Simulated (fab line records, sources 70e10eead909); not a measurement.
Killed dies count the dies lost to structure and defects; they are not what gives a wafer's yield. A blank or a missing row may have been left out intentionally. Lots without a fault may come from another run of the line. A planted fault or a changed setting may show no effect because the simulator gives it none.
Matching of chambers | flow nand-harc | rie-diel-01 running NHARC_P_M1_STRIP_18: 4 sister chambers
The step strips in N2/H2. 20 wafers are shown with their chamber, then 10 later ones without.

## WAFERS PAIRED WITH THEIR CHAMBERS
wafer  | chamber | drypump-motor-current-A (A) | throttle-valve-pct (%) | rf-vpp-V (V)
L079.1 | 3       | 6.0                         | 14.180                 | 90.4
L079.2 | 0       | 6.1                         | 14.157                 | 90.4
L079.3 | 1       | 5.1                         | 14.179                 | 91.2
L080.2 | 1       | 5.1                         | 14.174                 | 92.7
L080.5 | 1       | 5.1                         | 14.177                 | 89.7
L080.6 | 2       | 6.5                         | 14.165                 | 89.9
L081.2 | 1       | 5.1                         | 14.165                 | 93.5
L081.3 | 2       | 6.5                         | 14.167                 | 90.1
L081.4 | 0       | 6.1                         | 14.159                 | 91.3
L081.1 | 3       | 6.0                         | 14.167                 | 90.5
L081.5 | 2       | 6.5                         | 14.174                 | 89.0
L081.6 | 3       | 6.0                         | 14.185                 | 90.7
L083.4 | 3       | 6.0                         | 14.179                 | 92.7
L083.5 | 1       | 5.1                         | 14.152                 | 91.0
L083.6 | 2       | 6.6                         | 14.177                 | 89.5
L084.1 | 0       | 6.1                         | 14.170                 | 89.4
L084.4 | 3       | 6.0                         | 14.179                 | 90.3
L084.6 | 1       | 5.1                         | 14.175                 | 90.1
L087.1 | 0       | 6.1                         | 14.160                 | 89.4
L087.4 | 3       | 6.0                         | 14.186                 | 92.6

SIGNATURES (averages over the wafers above)
reading                 | chamber 0 | chamber 1 | chamber 2 | chamber 3 | scatter within a chamber
drypump-motor-current-A | 6.100     | 5.100     | 6.525     | 6.000     | 0.0217
throttle-valve-pct      | 14.16150  | 14.17033  | 14.17075  | 14.17933  | 0.00769
rf-vpp-V                | 90.125    | 91.367    | 89.625    | 91.200    | 1.13
Rule: for a wafer and a chamber, the distance is found by dividing, reading by reading, the gap between the wafer's reading and the chamber's mean by the reading's scatter, squaring, summing and taking the root. The wafer belongs to the nearest chamber; if the next one is less than 2 further off, it can't be placed. The scatter: take each reading less its chamber's mean, square it, sum over the shown wafers, divide by the number of wafers less the number of chambers, and take the root.

## WAFERS WHOSE CHAMBER IS MISSING
wafer  | drypump-motor-current-A (A) | throttle-valve-pct (%) | rf-vpp-V (V)
L087.6 | 6.0                         | 14.175                 | 89.8
L087.2 | 5.0                         | 14.171                 | 89.9
L087.3 | 6.5                         | 14.159                 | 91.7
L087.5 | 5.1                         | 14.163                 | 90.0
L091.1 | 6.1                         | 14.175                 | 91.0
L091.3 | 6.5                         | 14.175                 | 91.0
L091.6 | 6.6                         | 14.181                 | 92.0
L097.3 | 6.0                         | 14.174                 | 92.4
L097.5 | 5.0                         | 14.157                 | 91.2
L097.6 | 6.6                         | 14.176                 | 89.4

## THE CHAMBER EACH PASSED THROUGH
wafer  | from the rows above | in truth
L087.6 | 3                   | 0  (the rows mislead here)
L087.2 | 1                   | 1
L087.3 | 2                   | 2
L087.5 | 1                   | 1
L091.1 | 0                   | 0
L091.3 | 2                   | 2
L091.6 | 2                   | 2
L097.3 | 3                   | 3
L097.5 | 1                   | 1
L097.6 | 2                   | 2
9 of 10 placed correctly. Not placeable from these rows: 0. Number placed wrongly: 1.
